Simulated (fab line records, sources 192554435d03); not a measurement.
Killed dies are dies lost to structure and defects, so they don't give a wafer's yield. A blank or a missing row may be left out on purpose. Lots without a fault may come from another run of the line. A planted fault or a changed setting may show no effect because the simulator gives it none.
Chamber matching | flow n5_finfet | N5_BEOL_M0_SAQP_MANDREL_ETCH_103 on rie_si-01: 4 sister chambers
The step etches a-Si in HBr/Cl2, stops on SiCN, target depth 45 nm, bt time 10 s, time 27 s. 16 wafers are shown with their chamber, then 8 later ones without.

WAFERS WITH THEIR CHAMBER
wafer  | chamber | throttle_valve_pct (%) | drypump_motor_current_A (A) | oes_product_au (a.u.)
L076.2 | 3       | 35.16                  | 5.6                         | 0.667
L076.4 | 0       | 35.51                  | 5.8                         | 0.698
L076.5 | 1       | 34.99                  | 5.7                         | 0.686
L078.1 | 1       | 35.02                  | 5.7                         | 0.683
L078.4 | 1       | 34.99                  | 5.7                         | 0.695
L078.5 | 0       | 35.49                  | 5.8                         | 0.709
L079.1 | 3       | 35.14                  | 5.6                         | 0.680
L079.3 | 0       | 35.49                  | 5.9                         | 0.693
L079.5 | 0       | 35.51                  | 5.8                         | 0.701
L080.2 | 3       | 35.15                  | 5.6                         | 0.670
L080.5 | 2       | 35.33                  | 5.7                         | 0.701
L080.6 | 3       | 35.13                  | 5.6                         | 0.665
L085.2 | 2       | 35.33                  | 5.7                         | 0.694
L085.5 | 0       | 35.50                  | 5.8                         | 0.696
L085.6 | 1       | 34.99                  | 5.7                         | 0.687
L086.3 | 0       | 35.53                  | 5.8                         | 0.695

SIGNATURES (means of the wafers above)
reading                 | chamber 0 | chamber 1 | chamber 2 | chamber 3 | scatter within a chamber
throttle_valve_pct      | 35.5050   | 34.9975   | 35.3300   | 35.1450   | 0.0139
drypump_motor_current_A | 5.817     | 5.700     | 5.700     | 5.600     | 0.0264
oes_product_au          | 0.69867   | 0.68775   | 0.69750   | 0.67050   | 0.00578
Rule: a wafer's distance from a chamber is the root of the sum, over the readings, of the square of ((its reading less the chamber's mean) divided by the reading's scatter). The wafer belongs to the nearest chamber; if the next one is less than 2 further off, it can't be placed. The scatter: the root of (the sum of the squares of (reading less its chamber's mean) over the shown wafers, divided by (wafers less chambers)).

WAFERS WITHOUT THEIR CHAMBER
wafer  | throttle_valve_pct (%) | drypump_motor_current_A (A) | oes_product_au (a.u.)
L086.4 | 35.00                  | 5.7                         | 0.682
L086.5 | 35.50                  | 5.8                         | 0.699
L089.1 | 35.37                  | 5.6                         | 0.687
L089.2 | 35.15                  | 5.6                         | 0.671
L089.4 | 34.99                  | 5.7                         | 0.686
L090.1 | 35.00                  | 5.7                         | 0.677
L090.2 | 35.35                  | 5.7                         | 0.687
L090.3 | 35.14                  | 5.6                         | 0.676

WHICH CHAMBER EACH WENT THROUGH
wafer  | from the rows above | in truth
L086.4 | 1                   | 1
L086.5 | 0                   | 0
L089.1 | 2                   | 2
L089.2 | 3                   | 3
L089.4 | 1                   | 1
L090.1 | 1                   | 1
L090.2 | 2                   | 2
L090.3 | 3                   | 3
Placed correctly: 8 of 8. Can't be placed from these rows: 0. Placed wrongly: 0.
